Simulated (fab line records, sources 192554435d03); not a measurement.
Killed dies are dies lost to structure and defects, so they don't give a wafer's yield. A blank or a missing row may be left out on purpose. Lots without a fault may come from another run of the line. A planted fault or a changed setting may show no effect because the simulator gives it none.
A struck lot beside a sound one | flow n5_finfet | 15 steps out of a route of 1938
Sound: wafers L745.2, L745.5, L745.6. Struck: wafers L754.3, L754.5. The cause comes at the end.
At each step with rows: each side's tool, then ch and its chambers, then its first start. Under that, the readings that differ: sound wafers | struck wafers | difference of the means | sigmas: that difference in standard deviations of wafers without a fault.
alike: readings whose means differ by less than 2 such deviations, and words and numbers that are the same on both sides. not compared: withheld readings, readings that some wafer has no value for, bounds like >300 that may hide the same value, and numbers for which the record gives no deviation and whose values overlap.
The two part at a step that has a row with sigmas, a row that says differs or no value, or rows on one side only. Numbers that don't overlap but have no deviation are shown without sigmas and don't part them. A reading that every wafer of one side lacks parts them only if that side has two wafers or more.

N5_FIN_CUT_OVL_MEAS_09:
  sound on overlay-01 ch 0, day 3 21:05; struck on overlay-01 ch 0, day 6 08:28
  alike: FIN_CUT_OVL
N5_FIN_CUT_INSPECT_10: inspects for defects (brightfield).
  sound on defect_inspect-01, day 3 21:08; struck on defect_inspect-01, day 6 08:31
  alike: raw_defect_count
N5_FIN_CUT_DESCUM_13: chemistry O2, time 7 s.
  sound on rie_diel-03 ch 2,3, day 3 21:10; struck on rie_diel-01 ch 0, day 6 08:33
  reading                     | sound             | struck      | difference | sigmas
  drypump_motor_current_A (A) | 5.0 5.0 5.4       | 6.6 6.7     | +1.5       | +3
  rf_vpp_V (V)                | 244.7 246.1 244.0 | 241.6 241.0 | -3.6       | -3
  alike: chamber_pressure_mTorr, oes_product_au, showerhead_plenum_p_Torr, throttle_valve_pct
  not compared: rf_hours_counter_h
N5_FIN_CUT_ETCH_30: etches underlayer in N2/H2, target depth 13 nm, time 10.4 s.
  sound on rie_diel-03 ch 2,3, day 3 21:12; struck on rie_diel-01 ch 0, day 6 08:35
  reading                         | sound             | struck      | difference | sigmas
  drypump_motor_current_A (A)     | 5.0 5.0 5.4       | 6.6 6.6     | +1.5       | +3
  rf_vpp_V (V)                    | 525.8 528.7 527.1 | 522.4 521.9 | -5.1       | -2
  showerhead_plenum_p_Torr (Torr) | 2.66 2.66 2.61    | 2.47 2.47   | -0.17      | -2
  alike: chamber_pressure_mTorr, etch_rf_on_time_s, oes_product_au, throttle_valve_pct
  not compared: rf_hours_counter_h
then, 1 step without rows for these wafers: N5_FIN_CUT_ETCH_20 (etches SiARC in CF4, target depth 26 nm, time 43.3 s).
N5_FIN_CUT_ETCH_21: etches SOC in N2/H2, target depth 219 nm, overetch 43.8 nm, time 523.5 s.
  sound on rie_diel-03 ch 2,3, day 3 21:16; struck on rie_diel-01 ch 0, day 6 08:39
  reading                         | sound          | struck    | difference | sigmas
  drypump_motor_current_A (A)     | 5.0 5.0 5.4    | 6.7 6.6   | +1.5       | +3
  showerhead_plenum_p_Torr (Torr) | 2.66 2.66 2.61 | 2.47 2.47 | -0.17      | -2
  alike: chamber_pressure_mTorr, oes_product_au, rf_vpp_V, throttle_valve_pct
  not compared: rf_hours_counter_h
then, 2 steps without rows for these wafers: N5_FIN_CUT_STRIP_23 (strips in N2/H2); N5_FIN_CUT_STRIP_31 (strips in N2/H2).
N5_FIN_CUT_STRIP_24: strips in CF4.
  sound on rie_diel-03 ch 2,3, day 3 21:35; struck on rie_diel-01 ch 0, day 6 08:58
  reading                         | sound          | struck    | difference | sigmas
  drypump_motor_current_A (A)     | 5.0 5.0 5.3    | 6.6 6.6   | +1.5       | +3
  showerhead_plenum_p_Torr (Torr) | 1.87 1.87 1.83 | 1.75 1.75 | -0.11      | -2
  alike: chamber_pressure_mTorr, oes_product_au, rf_vpp_V, throttle_valve_pct
  not compared: rf_hours_counter_h
then, 2 steps without rows for these wafers: N5_FIN_CUT_CUT_ETCH_26 (etches SiNx in CH3F/O2, target depth 39 nm, time 55.7 s); N5_FIN_CUT_CUT_ETCH_27 (etches SiO2 in CHF3/O2, target depth 4 nm, overetch 2 nm, time 4.9 s).
N5_FIN_CUT_PRECLEAN_35: cleans in vHF, time 13.3 s.
  sound on vapor_etch-01 ch 0,1, day 3 21:43; struck on vapor_etch-02 ch 1, day 6 09:07
  reading                     | sound       | struck  | difference | sigmas
  drypump_motor_current_A (A) | 6.5 5.9 6.5 | 5.4 5.4 | -0.9       | -2
N5_FIN_CUT_CUT_ETCH_15: etches Si in HBr/Cl2/O2, target depth 100 nm, bt time 10 s, time 42.4 s.
  sound on rie_si-05 ch 1,2, day 3 21:48; struck on rie_si-05 ch 1,3, day 6 09:11
  reading                                  | sound             | struck      | difference | sigmas
  oes_product_au (a.u.)                    | 0.974 0.973 1.009 | 1.048 1.031 | +0.054     | +3
  model.FIN_CUT.feature_depth_nm (nm)      | 99.4 99.6 99.8    | 163.4 162.8 | +63.5      |
  model.etch.depth_nm (nm)                 | 99.47 99.6 99.74  | 163.3 162.8 | +63.4      |
  model.SOC_of_FIN_CUT_COAT_18.thk_nm (nm) | 172 173 172.2     | 147.2 147   | -25.3      |
  alike: chamber_pressure_mTorr, drypump_motor_current_A, throttle_valve_pct
  not compared: rf_hours_counter_h
N5_FIN_CUT_CUT_ETCH_28: etches Si in HBr/Cl2/O2, target depth 6 nm, time 2.4 s.
  sound on rie_si-05 ch 1,2, day 3 21:51; struck on rie_si-05 ch 1,3, day 6 09:14
  reading                                  | sound             | struck      | difference | sigmas
  model.SOC_of_FIN_CUT_COAT_18.thk_nm (nm) | 170.2 171.2 170.6 | 145.4 145.4 | -25.3      |
  alike: chamber_pressure_mTorr, drypump_motor_current_A, oes_product_au, throttle_valve_pct
  not compared: rf_hours_counter_h
then, 1 step without rows for these wafers: N5_FIN_CUT_STRIP_22 (strips in N2/H2).

WHERE THEY PART
First at N5_FIN_CUT_DESCUM_13; last, within this record, at N5_FIN_CUT_CUT_ETCH_15. Later steps at which nothing parts them and some readings are alike: N5_FIN_CUT_CUT_ETCH_28.

WHY: what the simulator had put in
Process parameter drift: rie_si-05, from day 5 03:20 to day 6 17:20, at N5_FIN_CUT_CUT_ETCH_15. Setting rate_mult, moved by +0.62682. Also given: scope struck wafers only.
